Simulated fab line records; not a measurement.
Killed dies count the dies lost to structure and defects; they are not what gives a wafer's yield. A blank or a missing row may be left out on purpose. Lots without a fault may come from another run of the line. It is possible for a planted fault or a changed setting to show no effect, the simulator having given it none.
Chamber matching -- flow n5 finfet -- N5_BEOL_M1_ALD_98 on ald sin-04 has 4 sister chambers
The step deposits SiO2, target thk 2.5 nm, pulse time 1 s, co reactant pulse time 1 s. 4 wafers are shown with their chamber, then 7 later ones without.

== EACH WAFER AND ITS CHAMBER ==
wafer,chamber,heater power w (W)
L091.6,0,67
L093.1,2,84
L092.1,1,92
L092.2,3,98

== WAFERS WITHOUT THEIR CHAMBER ==
wafer,heater power w (W)
L092.3,85
L092.4,68
L092.5,88
L092.6,93
L094.1,89
L094.2,97
L094.6,69

== CHAMBER TAKEN BY EACH ==
wafer,from the rows above,in truth
L092.3,2,2
L092.4,0,0
L092.5,can't be placed: 1 or 2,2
L092.6,can't be placed: 1 or 3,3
L094.1,can't be placed: 1 or 2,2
L094.2,can't be placed: 3 or 1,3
L094.6,0,0
Correctly placed: 3 of 7. Not placeable from these rows: 4 (in 4, the candidates include the true chamber). Placed wrongly: 0.
How it was worked out, from the rows above alone: a wafer's distance from a chamber is the root of the sum, over the readings, of the square of ((its reading less the chamber's mean) divided by the reading's scatter). If the next closest chamber is less than 2 further off than the closest, the wafer can't be placed; otherwise it belongs to the closest. A chamber's mean is the mean of its shown wafers. The scatter: root of mean squared gap, hidden wafer to nearest shown wafer, with one shown wafer a chamber.
